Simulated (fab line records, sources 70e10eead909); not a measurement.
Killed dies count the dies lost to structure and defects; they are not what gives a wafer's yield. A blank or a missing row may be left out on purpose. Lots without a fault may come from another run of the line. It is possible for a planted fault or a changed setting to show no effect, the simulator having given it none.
fab line records	flow nand-harc
record: lots: 24	wafers: 72	last-day: 25
route steps=1159 shown P_M2@339 P_BONDPAD@381 A_ZERO_WELL@403 A_CHANNEL_FILL_D1@507 A_STAIRCASE@580
lots untouched by any fault: they come from a run of this same line in which no faults occurred
start-h: start of the lot's first displayed wafer, in hours after the record's first day	wait-h: hours elapsed since this lot's preceding step	" repeats the value in the row above	L1.1+2: one row covering several wafers at once	- value missing, or start not given	* or withheld: withheld	< > ~ a bound
route shown NAME@n: a module of which the file shows steps, and the number in the route of the first	usual: mean/standard deviation of fault-free wafers	same: alike in all rows	chamber/n: place in a boat	sites: the reading at each site	_std_site: standard deviation across them	_edge_site: mean of outer sites minus mean of inner sites	radius-mm: for every site, how far away it sits from the centre of the wafer	mask NAME#n: copy n	behind: the tool/chamber that last shaped the wafer	hold: cause of the lot's hold/its duration in hours/its outcome	device: which transistor (n, p or np) failed to switch	end of line: tests run on the same wafers once the route is complete	a step given without rows: its recipe and nothing more	killed: not the wafer's yield, but the dies lost to structure and defects at the first sort	map: the dies of a wafer, with x for killed, . for not killed, _ for no die there
set.NAME: the setting as run; set.NAME@STEP: as run at that earlier step	model.NAME: the simulator's own value behind a step, which no gauge read
the route's steps for a sample of lots (tables are steps, rows are wafers)
services: the hour from which a tool's chamber was out of use, counted from the record's first day as start-h (under 0 if before that day), plus the number of hours and why
== steps ==
step: NHARC_P_M2_PRE_CLEAN_30
recipe: time-s: 30	temp-c: 280	gas: H2/He
usual: heater-power-w: 410/53
lot.wafer	tool	chamber	start-h	wait-h	heater-power-w
L075.3	pvd-sputter-03	-	-	-	380
L075.5	"	-	"	"	455
L075.6	"	-	"	"	362
L074.4	pvd-sputter-02	-	-	-	415
L074.6	"	-	"	"	379
L074.5	"	-	"	"	402
L077.1	pvd-sputter-02	-	-	-	482
L077.3	"	-	"	"	408
L077.5	"	-	"	"	392
L078.2	pvd-sputter-03	-	-	-	461
L078.5	"	-	"	"	472
L078.6	"	-	"	"	459
L076.1	pvd-sputter-01	-	-	-	484
L076.4	"	-	"	"	412
L076.6	"	-	"	"	315
L079.1	pvd-sputter-03	-	-	-	458
L079.2	"	-	"	"	361
L079.6	"	-	"	"	387
L080.2	pvd-sputter-03	-	-	-	456
L080.3	"	-	"	"	361
L080.1	"	-	"	"	376
L081.3	pvd-sputter-03	-	-	-	461
L081.4	"	-	"	"	358
L081.6	"	-	"	"	357
L082.4	pvd-sputter-02	-	-	-	399
L082.1	"	-	"	"	503
L082.5	"	-	"	"	390
L084.4	pvd-sputter-01	-	-	-	356
L084.1	"	-	"	"	422
L084.5	"	-	"	"	323
L083.2	pvd-sputter-02	-	-	-	490
L083.4	"	-	"	"	390
L083.5	"	-	"	"	413
L088.4	pvd-sputter-03	-	-	-	460
L088.5	"	-	"	"	366
L088.6	"	-	"	"	387
L087.4	pvd-sputter-02	-	-	-	397
L087.5	"	-	"	"	394
L087.6	"	-	"	"	403
L086.2	pvd-sputter-01	-	-	-	367
L086.1	"	-	"	"	316
L086.3	"	-	"	"	485
L085.4	pvd-sputter-03	-	-	-	383
L085.5	"	-	"	"	377
L085.6	"	-	"	"	454
L089.1	pvd-sputter-02	-	-	-	417
L089.3	"	-	"	"	408
L089.6	"	-	"	"	378
L091.2	pvd-sputter-01	-	-	-	375
L091.4	"	-	"	"	318
L091.6	"	-	"	"	316
L090.4	pvd-sputter-01	-	-	-	469
L090.2	"	-	"	"	322
L090.5	"	-	"	"	478
L093.2	pvd-sputter-01	-	-	-	321
L093.3	"	-	"	"	481
L093.1	"	-	"	"	430
L092.2	pvd-sputter-03	-	-	-	379
L092.3	"	-	"	"	474
L092.6	"	-	"	"	468
L094.4	pvd-sputter-02	-	-	-	511
L094.1	"	-	"	"	375
L094.6	"	-	"	"	514
L095.4	pvd-sputter-01	-	-	-	356
L095.2	"	-	"	"	316
L095.6	"	-	"	"	419
L096.2	pvd-sputter-03	-	-	-	453
L096.3	"	-	"	"	360
L096.5	"	-	"	"	344
L097.1	pvd-sputter-01	-	-	-	427
L097.2	"	-	"	"	319
L097.6	"	-	"	"	421
step: NHARC_P_M2_PVD_20
recipe: target-thk-a: 50	bias-v: 168.6	power-w: 15000	chamber-pressure-pa: 0.12	time-s: 8.06	substrate-temp-c: 50	material: TaN
usual: chamber-pressure-pa: 0.12/0.00022	throttle-valve-pct: 29.7/0.88
lot.wafer	tool	chamber	start-h	wait-h	chamber-pressure-pa	throttle-valve-pct
L075.3	pvd-sputter-03	-	-	-	0.11996	29.1
L075.5	"	-	"	"	0.11978	31.1
L075.6	"	-	"	"	0.11975	28.1
L074.4	pvd-sputter-02	-	-	-	0.12014	30.5
L074.5	"	-	"	"	0.12019	30.2
L074.6	"	-	"	"	0.12033	29.6
L077.1	pvd-sputter-02	-	-	-	0.12003	29.8
L077.3	"	-	"	"	0.12011	28.0
L077.5	"	-	"	"	0.12004	30.3
L078.2	pvd-sputter-03	-	-	-	0.11981	28.1
L078.6	"	-	"	"	0.12001	31.2
L078.5	"	-	"	"	0.11978	28.3
L076.4	pvd-sputter-01	-	-	-	0.1199	29.3
L076.1	"	-	"	"	0.11982	28.2
L076.6	"	-	"	"	0.1198	28.1
L079.1	pvd-sputter-03	-	-	-	0.12019	29.2
L079.2	"	-	"	"	0.12018	29.8
L079.6	"	-	"	"	0.12057	29.2
L080.3	pvd-sputter-03	-	-	-	0.12004	31.3
L080.1	"	-	"	"	0.12033	28.5
L080.2	"	-	"	"	0.12	29.7
L081.4	pvd-sputter-03	-	-	-	0.1201	31.3
L081.3	"	-	"	"	0.11987	29.7
L081.6	"	-	"	"	0.12018	31.1
L082.4	pvd-sputter-02	-	-	-	0.1203	30.4
L082.1	"	-	"	"	0.11967	29.9
L082.5	"	-	"	"	0.12008	28.0
L084.1	pvd-sputter-01	-	-	-	0.11987	29.9
L084.4	"	-	"	"	0.11993	30.0
L084.5	"	-	"	"	0.12018	30.0
L083.4	pvd-sputter-02	-	-	-	0.11989	29.6
L083.2	"	-	"	"	0.12044	29.5
L083.5	"	-	"	"	0.11977	29.7
L088.4	pvd-sputter-03	-	-	-	0.12016	31.4
L088.5	"	-	"	"	0.11973	31.2
L088.6	"	-	"	"	0.11973	28.3
L087.4	pvd-sputter-02	-	-	-	0.11973	28.1
L087.5	"	-	"	"	0.11954	29.8
L087.6	"	-	"	"	0.12021	28.0
L086.2	pvd-sputter-01	-	-	-	0.12012	30.1
L086.3	"	-	"	"	0.12026	29.3
L086.1	"	-	"	"	0.12004	30.3
L085.4	pvd-sputter-03	-	-	-	0.12015	29.2
L085.5	"	-	"	"	0.12011	28.4
L085.6	"	-	"	"	0.12003	29.9
L089.3	pvd-sputter-02	-	-	-	0.11959	31.2
L089.1	"	-	"	"	0.12028	29.4
L089.6	"	-	"	"	0.11999	30.6
L091.4	pvd-sputter-01	-	-	-	0.12004	29.2
L091.2	"	-	"	"	0.11981	30.3
L091.6	"	-	"	"	0.11975	29.3
L090.4	pvd-sputter-01	-	-	-	0.11968	30.1
L090.2	"	-	"	"	0.12042	29.3
L090.5	"	-	"	"	0.11969	30.3
L093.2	pvd-sputter-01	-	-	-	0.12003	29.4
L093.3	"	-	"	"	0.12008	30.2
L093.1	"	-	"	"	0.12002	30.0
L092.2	pvd-sputter-03	-	-	-	0.11989	29.9
L092.3	"	-	"	"	0.11985	29.3
L092.6	"	-	"	"	0.1199	29.7
L094.4	pvd-sputter-02	-	-	-	0.12004	29.4
L094.1	"	-	"	"	0.11986	29.9
L094.6	"	-	"	"	0.11966	29.7
L095.4	pvd-sputter-01	-	-	-	0.11977	30.3
L095.2	"	-	"	"	0.12009	29.3
L095.6	"	-	"	"	0.1199	30.4
L096.2	pvd-sputter-03	-	-	-	0.11988	29.8
L096.3	"	-	"	"	0.12005	29.3
L096.5	"	-	"	"	0.11965	29.5
L097.1	pvd-sputter-01	-	-	-	0.12042	29.1
L097.2	"	-	"	"	0.12002	30.0
L097.6	"	-	"	"	0.12023	29.6
step: NHARC_P_BONDPAD_THK_MEAS_20
recipe: thk-meas-gauge: xrf
usual: thk-nm: 160.6/1.3
lot.wafer	tool	chamber	start-h	wait-h	thk-nm
L075.3	film-metro-02	-	141.10	-	159.9
L075.5	"	-	"	"	158.2
L075.6	"	-	"	"	158.9
L074.4	film-metro-01	-	142.70	-	160.8
L074.5	"	-	"	"	161.3
L074.6	"	-	"	"	160.2
L077.1	film-metro-02	-	151.80	-	159.6
L077.3	"	-	"	"	160.7
L077.5	"	-	"	"	159.4
L078.2	film-metro-01	-	152.12	-	159.0
L078.5	"	-	"	"	159.0
L078.6	"	-	"	"	159.3
L076.1	film-metro-02	-	152.45	-	159.0
L076.4	"	-	"	"	161.7
L076.6	"	-	"	"	159.0
L079.1	film-metro-02	-	162.61	-	159.7
L079.2	"	-	"	"	159.7
L079.6	"	-	"	"	160.7
L080.1	film-metro-02	-	170.29	-	160.5
L080.2	"	-	"	"	160.5
L080.3	"	-	"	"	160.6
L081.3	film-metro-02	-	171.30	-	160.8
L081.4	"	-	"	"	159.6
L081.6	"	-	"	"	161.5
L082.1	film-metro-01	-	182.76	-	161.1
L082.4	"	-	"	"	160.9
L082.5	"	-	"	"	160.8
L084.1	film-metro-02	-	189.18	-	160.9
L084.4	"	-	"	"	160.2
L084.5	"	-	"	"	159.8
L083.2	film-metro-02	-	199.93	-	157.7
L083.4	"	-	"	"	159.6
L083.5	"	-	"	"	160.4
L088.4	film-metro-02	-	210.71	-	162.1
L088.5	"	-	"	"	160.6
L088.6	"	-	"	"	160.4
L087.4	film-metro-02	-	211.20	-	160.9
L087.5	"	-	"	"	159.2
L087.6	"	-	"	"	159.1
L086.1	film-metro-01	-	211.29	-	157.6
L086.2	"	-	"	"	161.0
L086.3	"	-	"	"	160.3
L085.4	film-metro-02	-	211.53	-	158.6
L085.5	"	-	"	"	158.8
L085.6	"	-	"	"	162.3
L089.1	film-metro-02	-	233.64	-	161.5
L089.3	"	-	"	"	158.8
L089.6	"	-	"	"	162.2
L091.2	film-metro-01	-	234.44	-	161.9
L091.4	"	-	"	"	162.3
L091.6	"	-	"	"	160.1
L090.2	film-metro-01	-	234.92	-	161.2
L090.4	"	-	"	"	160.6
L090.5	"	-	"	"	160.7
L093.1	film-metro-02	-	242.47	-	158.0
L093.2	"	-	"	"	160.3
L093.3	"	-	"	"	159.8
L092.2	film-metro-02	-	242.75	-	160.5
L092.3	"	-	"	"	160.7
L092.6	"	-	"	"	160.2
L094.1	film-metro-02	-	249.59	-	161.2
L094.4	"	-	"	"	160.0
L094.6	"	-	"	"	161.7
L095.2	film-metro-02	-	254.55	-	162.3
L095.4	"	-	"	"	161.9
L095.6	"	-	"	"	163.1
L096.2	film-metro-01	-	264.32	-	162.2
L096.3	"	-	"	"	162.6
L096.5	"	-	"	"	162.0
L097.1	film-metro-02	-	268.38	-	161.0
L097.2	"	-	"	"	159.8
L097.6	"	-	"	"	159.8
step: NHARC_A_ZERO_WELL_DESCUM_12
recipe: time-s: 3	o2-flow-sccm: 200	ar-flow-sccm: 0	bias-power-w: 0	chemistry: O2
usual: drypump-motor-current-A: 5.6/0.39	oes-product-au: 1.002/0.0075	rf-vpp-V: 57.7/0.9	showerhead-plenum-p-Torr: 1.90/0.066	throttle-valve-pct: 11.311/0.0087
lot.wafer	tool	chamber	start-h	wait-h	drypump-motor-current-A	oes-product-au	rf-hours-counter-h	rf-vpp-V	showerhead-plenum-p-Torr	throttle-valve-pct
L075.3	rie-diel-10	1	142.81	-	5.6	1.006	9	56.9	1.84	11.312
L075.5	"	2	"	"	6.4	0.997	-	57.2	1.99	11.311
L075.6	"	3	"	"	5.0	1.006	-	57.2	1.91	11.310
L074.4	rie-diel-02	1	144.39	-	5.8	1.002	16	56.1	1.88	11.310
L074.6	"	0	"	"	5.2	1.008	-	57.0	1.85	11.314
L074.5	"	1	"	"	5.8	1.005	-	57.9	1.88	11.316
L077.3	rie-diel-10	3	153.54	-	4.9	1.000	10	57.1	1.91	11.300
L077.1	"	1	"	"	5.6	1.020	10	58.3	1.84	11.309
L077.5	"	3	"	"	4.9	1.004	-	57.9	1.91	11.311
L078.2	rie-diel-08	0	153.91	-	5.7	1.001	2	57.3	1.95	11.318
L078.6	"	1	"	"	5.3	1.007	-	57.9	1.81	11.310
L078.5	"	2	"	"	6.0	1.006	-	58.1	1.94	11.311
L076.1	rie-diel-08	3	154.28	-	5.6	1.016	2	58.0	1.91	11.316
L076.4	"	1	"	"	5.3	0.993	2	58.6	1.82	11.297
L076.6	"	3	"	"	5.6	1.003	-	58.3	1.91	11.305
L079.1	rie-diel-02	1	164.40	-	5.8	1.010	0	58.1	1.88	11.314
L079.2	"	0	"	"	5.2	1.000	0	58.0	1.85	11.325
L079.6	"	3	"	"	6.0	1.000	-	58.1	1.86	11.303
L080.3	rie-diel-02	0	171.98	-	5.2	0.998	1	56.8	1.85	11.307
L080.2	"	1	"	"	5.8	0.991	1	56.6	1.88	11.308
L080.1	"	3	"	"	5.9	1.002	1	59.1	1.86	11.309
L081.3	rie-diel-08	2	173.02	-	6.0	0.994	2	58.7	1.94	11.315
L081.4	"	2	"	"	6.0	0.994	-	58.0	1.94	11.321
L081.6	"	3	"	"	5.6	0.999	-	57.3	1.91	11.302
L082.1	rie-diel-02	3	184.35	-	5.9	1.006	3	56.7	1.86	11.322
L082.4	"	0	"	"	5.3	1.009	3	58.4	1.85	11.331
L082.5	"	3	"	"	5.9	1.003	-	57.0	1.86	11.301
L084.4	rie-diel-02	2	190.85	-	5.3	1.005	2	55.5	1.78	11.302
L084.1	"	3	"	"	6.0	1.007	3	58.2	1.86	11.314
L084.5	"	3	"	"	5.9	1.007	-	59.4	1.86	11.310
L083.2	rie-diel-02	2	201.60	-	5.3	1.010	3	58.7	1.78	11.331
L083.4	"	3	"	"	6.0	1.013	4	57.5	1.86	11.310
L083.5	"	3	"	"	6.0	1.017	-	57.9	1.86	11.312
L088.6	rie-diel-08	0	212.29	-	5.6	0.991	-	57.2	1.95	11.304
L088.5	"	1	"	"	5.3	0.994	-	56.0	1.81	11.311
L088.4	"	3	"	"	5.5	1.004	-	57.2	1.91	11.299
L087.4	rie-diel-10	1	212.93	-	5.6	1.010	-	55.2	1.84	11.319
L087.6	"	2	"	"	6.4	1.012	-	58.3	1.98	11.302
L087.5	"	0	"	"	5.0	0.994	-	58.7	2.01	11.314
L086.3	rie-diel-08	0	213.08	-	5.7	0.989	4	58.5	1.95	11.303
L086.1	"	1	"	"	5.3	0.992	4	57.2	1.81	11.301
L086.2	"	3	"	"	5.6	1.008	4	57.8	1.91	11.294
L085.4	rie-diel-10	1	213.27	-	5.6	1.010	-	57.6	1.84	11.306
L085.6	"	2	"	"	6.4	1.007	-	57.8	1.98	11.320
L085.5	"	0	"	"	5.0	0.997	-	59.4	2.01	11.308
L089.1	rie-diel-08	2	235.32	-	6.0	1.001	3	58.7	1.94	11.329
L089.3	"	3	"	"	5.5	1.002	5	57.2	1.91	11.320
L089.6	"	2	"	"	6.0	0.991	-	58.2	1.94	11.318
L091.2	rie-diel-10	0	236.22	-	5.0	0.993	3	58.1	2.01	11.310
L091.4	"	0	"	"	5.0	0.999	-	57.1	2.01	11.308
L091.6	"	2	"	"	6.4	1.003	-	57.5	1.98	11.308
L090.2	rie-diel-08	1	236.64	-	5.3	0.989	6	57.5	1.81	11.315
L090.4	"	3	"	"	5.6	1.006	5	57.5	1.91	11.309
L090.5	"	2	"	"	6.0	0.988	-	58.3	1.94	11.309
L093.2	rie-diel-08	2	244.16	-	6.0	0.991	3	56.8	1.94	11.315
L093.1	"	0	"	"	5.7	0.993	6	57.8	1.95	11.297
L093.3	"	1	"	"	5.3	0.999	6	56.0	1.81	11.304
L092.3	rie-diel-08	1	244.47	-	5.3	1.007	6	59.0	1.81	11.322
L092.2	"	2	"	"	6.0	1.007	3	57.6	1.94	11.308
L092.6	"	1	"	"	5.3	0.997	-	57.2	1.81	11.315
L094.4	rie-diel-10	1	251.31	-	5.7	1.009	3	57.2	1.83	11.321
L094.1	"	2	"	"	6.4	1.011	6	58.5	1.98	11.305
L094.6	"	1	"	"	5.7	1.013	-	57.4	1.84	11.306
L095.2	rie-diel-02	0	256.25	-	5.2	1.000	11	57.7	1.84	11.308
L095.4	"	1	"	"	5.8	0.995	11	57.4	1.88	11.315
L095.6	"	2	"	"	5.3	1.006	-	56.6	1.78	11.314
L096.2	rie-diel-08	0	265.91	-	5.6	0.999	8	58.0	1.95	11.320
L096.3	"	1	"	"	5.3	0.993	8	58.2	1.81	11.314
L096.5	"	3	"	"	5.5	0.992	-	57.0	1.91	11.312
L097.1	rie-diel-02	2	270.08	-	5.3	1.002	10	56.1	1.78	11.302
L097.2	"	3	"	"	5.9	1.005	12	56.6	1.86	11.320
L097.6	"	1	"	"	5.8	0.996	-	57.9	1.88	11.317
step: NHARC_A_CHANNEL_FILL_D1_ALD_25
recipe: target-thk-a: 600	pulse-time-s: 10	ald-cycles: 600	temp-c: 300	material: SiOx
usual: heater-power-w: 486/50	precursor-pulse-height-rel: 1.002/0.019
lot.wafer	tool	chamber	start-h	wait-h	heater-power-w	precursor-pulse-height-rel
L075.3	ald-hk-03	1	231.81	1.3	451	0.957
L075.5	"	3	233.03	2.5	415	0.969
L075.6	"	0	"	"	505	1.004
L074.4	ald-hk-01	2	232.10	1.6	452	0.981
L074.5	"	0	233.33	2.8	505	1.019
L074.6	"	1	"	"	542	1.024
L078.2	ald-hk-03	2	239.56	0.7	564	0.994
L078.6	"	1	241.42	2.5	458	1.001
L078.5	"	2	"	"	580	0.965
L076.4	ald-hk-02	2	239.57	0.7	448	1.002
L076.1	"	0	240.83	1.9	478	0.963
L076.6	"	1	"	"	407	1.005
L077.3	ald-hk-02	1	243.96	1.3	411	1.027
L077.1	"	2	"	"	449	1.008
L077.5	"	0	245.77	3.1	487	0.986
L079.1	ald-hk-03	2	250.27	1.3	574	1.006
L079.2	"	3	"	"	420	0.989
L079.6	"	1	252.11	3.1	449	1.017
L080.3	ald-hk-02	3	255.50	0.0	556	1.027
L080.2	"	1	256.74	1.3	405	0.978
L080.1	"	2	"	"	438	0.978
L081.3	ald-hk-03	0	256.12	0.7	528	1.016
L081.4	"	2	257.34	1.9	579	1.028
L081.6	"	0	258.56	3.1	507	1.006
L082.4	ald-hk-01	0	269.36	0.1	524	1.032
L082.1	"	2	270.56	1.3	485	1.011
L082.5	"	0	271.77	2.5	514	0.985
L084.4	ald-hk-03	3	280.69	1.1	429	0.988
L084.1	"	1	281.92	2.3	457	0.994
L084.5	"	3	283.14	3.5	431	1.003
L083.2	ald-hk-03	2	287.82	0.6	588	1.025
L083.4	"	3	"	"	423	0.986
L083.5	"	2	290.26	3.1	573	1.019
L086.1	ald-hk-03	1	309.30	0.7	437	0.986
L086.2	"	2	"	"	584	0.987
L086.3	"	3	"	"	421	1.044
L088.4	ald-hk-01	0	310.55	1.9	524	1.046
L088.5	"	1	"	"	501	0.986
L088.6	"	2	"	"	487	1.002
L087.4	ald-hk-03	1	312.35	0.7	456	1.002
L087.5	"	1	314.78	3.1	462	1.007
L087.6	"	2	"	"	578	1.001
L085.4	ald-hk-01	3	313.01	1.4	478	1.024
L085.5	"	2	314.84	3.2	496	0.979
L085.6	"	3	"	"	470	1.037
L091.4	ald-hk-03	1	318.05	0.7	451	1.010
L091.2	"	2	"	"	588	1.004
L091.6	"	0	319.91	2.5	509	1.015
L089.3	ald-hk-02	2	318.64	1.3	457	1.041
L089.1	"	3	"	"	531	0.999
L089.6	"	1	320.46	3.1	372	0.982
L092.3	ald-hk-02	0	326.24	0.7	469	1.034
L092.2	"	2	327.46	1.9	459	1.027
L092.6	"	0	328.68	3.1	481	0.990
L090.2	ald-hk-01	0	326.85	1.3	530	0.998
L090.4	"	1	"	"	493	0.986
L090.5	"	2	"	"	481	1.027
L093.1	ald-hk-01	0	329.28	3.7	517	1.017
L093.3	"	2	330.51	4.9	505	1.002
L093.2	"	3	"	"	483	0.985
L095.2	ald-hk-01	1	337.24	1.3	506	1.014
L095.4	"	2	"	"	498	1.030
L095.6	"	0	339.11	3.2	535	0.978
L094.1	ald-hk-03	3	337.48	1.6	429	1.023
L094.4	"	0	"	"	490	0.998
L094.6	"	3	339.95	4.0	421	0.988
L096.2	ald-hk-03	0	350.65	0.7	497	1.001
L096.3	"	2	351.90	1.9	539	0.985
L096.5	"	0	353.15	3.2	482	0.983
L097.2	ald-hk-03	0	362.77	0.7	499	0.997
L097.1	"	1	"	"	449	1.034
L097.6	"	0	365.25	3.1	479	1.017
step: NHARC_A_STAIRCASE_DESCUM_186
recipe: time-s: 3	o2-flow-sccm: 200	ar-flow-sccm: 0	bias-power-w: 0	chemistry: O2
usual: drypump-motor-current-A: 5.8/0.36	oes-product-au: 1.004/0.0072	rf-vpp-V: 57.8/0.86	showerhead-plenum-p-Torr: 1.91/0.059	throttle-valve-pct: 11.311/0.0091
lot.wafer	tool	chamber	start-h	wait-h	drypump-motor-current-A	oes-product-au	rf-hours-counter-h	rf-vpp-V	showerhead-plenum-p-Torr	throttle-valve-pct
L075.3	rie-diel-04	2	250.51	-	5.6	0.997	44	58.4	1.87	11.314
L075.6	"	0	"	"	5.9	1.006	-	58.0	1.96	11.325
L075.5	"	1	"	"	5.0	0.989	-	59.2	1.89	11.305
L074.4	rie-diel-11	1	250.57	-	5.6	0.994	15	58.7	1.96	11.316
L074.5	"	2	"	"	6.0	0.999	-	57.3	2.05	11.314
L074.6	"	3	"	"	5.9	1.004	-	57.6	1.97	11.321
L076.4	rie-diel-11	1	258.19	-	5.5	0.999	18	58.1	1.96	11.307
L076.1	"	2	"	"	6.1	1.013	19	59.7	2.05	11.317
L076.6	"	3	"	"	5.9	1.010	-	57.9	1.97	11.307
L078.2	rie-diel-04	0	259.96	-	5.9	1.006	55	57.3	1.96	11.313
L078.6	"	1	"	"	5.0	0.999	-	58.2	1.89	11.307
L078.5	"	2	"	"	5.6	0.996	-	56.4	1.87	11.302
L077.1	rie-diel-05	3	261.98	-	6.0	0.997	34	56.7	1.81	11.309
L077.3	"	1	"	"	6.0	1.008	36	58.1	1.99	11.322
L077.5	"	0	"	"	6.1	1.007	-	58.3	1.93	11.318
L079.1	rie-diel-04	1	268.75	-	5.0	0.999	54	58.7	1.89	11.306
L079.2	"	2	"	"	5.6	0.994	49	57.2	1.87	11.311
L079.6	"	1	"	"	5.0	1.002	-	57.6	1.89	11.320
L080.2	rie-diel-05	2	276.05	-	5.4	1.003	42	57.5	1.89	11.310
L080.1	"	3	"	"	6.0	1.002	39	57.9	1.81	11.295
L080.3	"	0	"	"	6.1	1.011	39	58.5	1.93	11.316
L081.3	rie-diel-11	1	276.49	-	5.5	0.996	25	57.1	1.96	11.330
L081.4	"	2	"	"	6.1	1.001	27	58.4	2.05	11.303
L081.6	"	0	"	"	5.3	1.005	-	58.4	1.91	11.303
L082.1	rie-diel-04	3	288.14	-	6.2	1.008	66	58.6	1.93	11.314
L082.4	"	0	"	"	5.9	1.013	-	57.5	1.96	11.306
L082.5	"	3	"	"	6.1	0.999	-	57.1	1.93	11.299
L084.1	rie-diel-05	2	300.47	-	5.4	1.010	50	56.8	1.89	11.302
L084.4	"	0	"	"	6.1	1.008	49	57.7	1.92	11.306
L084.5	"	2	"	"	5.5	1.001	-	59.6	1.89	11.319
L083.2	rie-diel-05	1	306.76	-	6.0	1.004	54	58.8	1.98	11.320
L083.5	"	0	"	"	6.1	1.015	-	58.0	1.92	11.328
L083.4	"	1	"	"	6.0	1.001	-	57.8	1.98	11.306
L086.2	rie-diel-05	2	327.16	-	5.4	1.007	56	58.1	1.89	11.310
L086.3	"	3	"	"	6.0	1.007	57	55.9	1.80	11.333
L086.1	"	0	"	"	6.1	1.008	58	58.0	1.92	11.307
L088.4	rie-diel-04	1	328.29	-	5.0	0.996	9	56.9	1.89	11.319
L088.5	"	3	"	"	6.2	0.999	-	59.1	1.93	11.312
L088.6	"	0	"	"	5.9	1.011	-	57.5	1.96	11.294
L087.6	rie-diel-05	3	331.32	-	5.9	1.009	-	56.9	1.80	11.317
L087.5	"	0	"	"	6.1	1.014	-	57.7	1.92	11.318
L087.4	"	2	"	"	5.5	1.020	-	57.5	1.88	11.310
L085.4	rie-diel-11	1	332.05	-	5.5	1.002	43	59.5	1.95	11.302
L085.5	"	2	"	"	6.1	1.006	-	58.2	2.04	11.322
L085.6	"	3	"	"	5.9	0.999	-	57.1	1.96	11.306
L089.1	rie-diel-05	0	336.34	-	6.1	1.008	63	58.6	1.92	11.320
L089.3	"	3	"	"	5.9	1.011	63	58.3	1.80	11.309
L089.6	"	0	"	"	6.1	1.020	-	58.2	1.92	11.310
L091.2	rie-diel-04	1	337.85	-	5.0	0.992	14	57.3	1.89	11.321
L091.4	"	2	"	"	5.6	1.010	14	56.7	1.86	11.286
L091.6	"	1	"	"	5.0	0.990	-	58.0	1.89	11.322
L092.2	rie-diel-11	1	345.80	-	5.5	0.984	51	57.8	1.95	11.311
L092.3	"	3	"	"	5.9	1.000	50	55.6	1.96	11.317
L092.6	"	0	"	"	5.3	1.001	-	58.4	1.90	11.306
L090.2	rie-diel-04	3	346.31	-	6.1	1.004	21	57.2	1.92	11.312
L090.4	"	1	"	"	5.0	0.995	19	57.6	1.88	11.289
L090.5	"	0	"	"	5.9	1.011	-	58.6	1.95	11.328
L093.3	rie-diel-04	2	349.86	-	5.7	0.992	22	58.2	1.86	11.303
L093.1	"	3	"	"	6.2	1.008	23	57.2	1.92	11.318
L093.2	"	1	"	"	5.0	0.990	21	57.9	1.88	11.304
L095.2	rie-diel-04	3	356.43	-	6.2	1.007	27	58.5	1.92	11.311
L095.4	"	2	"	"	5.6	1.008	26	58.1	1.86	11.323
L095.6	"	0	"	"	6.0	1.016	-	59.4	1.95	11.312
L094.1	rie-diel-05	2	358.54	-	5.4	1.009	5	59.9	1.88	11.303
L094.4	"	2	"	"	5.4	1.000	-	56.0	1.88	11.317
L094.6	"	3	"	"	5.9	0.993	-	57.7	1.80	11.308
L096.2	rie-diel-04	1	370.84	-	5.0	1.001	32	57.0	1.88	11.310
L096.3	"	3	"	"	6.2	0.997	34	57.6	1.92	11.309
L096.5	"	0	"	"	6.0	1.001	-	57.2	1.95	11.307
L097.1	rie-diel-05	1	380.70	-	6.0	1.008	2	55.5	1.98	11.314
L097.2	"	3	"	"	5.9	1.002	15	56.5	1.80	11.308
L097.6	"	1	"	"	6.0	0.998	-	57.5	1.98	11.312
== services ==
tool	chamber	start-h	hours	kind
rie-diel-04	-	112.04	9.0	pm
rie-diel-08	-	124.80	9.0	pm
ald-hk-03	-	147.71	10.0	pm
pvd-sputter-03	-	149.10	1.8	repair
rie-diel-08	-	156.22	0.1	repair
pvd-sputter-03	-	157.13	3.6	repair
pvd-sputter-01	-	161.99	10.0	pm
rie-diel-08	1	170.02	8.7	repair
rie-diel-08	2	173.35	50.0	repair
rie-diel-04	2	196.01	14.9	repair
rie-diel-08	3	200.66	10.0	repair
pvd-sputter-02	-	214.06	10.0	pm
rie-diel-08	0	215.29	1.9	repair
ald-hk-03	-	217.18	1.1	repair
pvd-sputter-03	-	221.23	11.6	repair
rie-diel-04	1	229.80	3.6	repair
rie-diel-04	1	253.92	2.7	repair
pvd-sputter-03	-	269.54	1.8	repair
pvd-sputter-01	-	272.98	0.5	repair
pvd-sputter-03	-	280.02	10.0	pm
ald-hk-03	-	329.62	1.4	repair
pvd-sputter-01	-	340.03	10.0	pm
pvd-sputter-01	-	369.90	3.9	repair
pvd-sputter-03	-	380.67	6.5	repair
== key ==
fault none
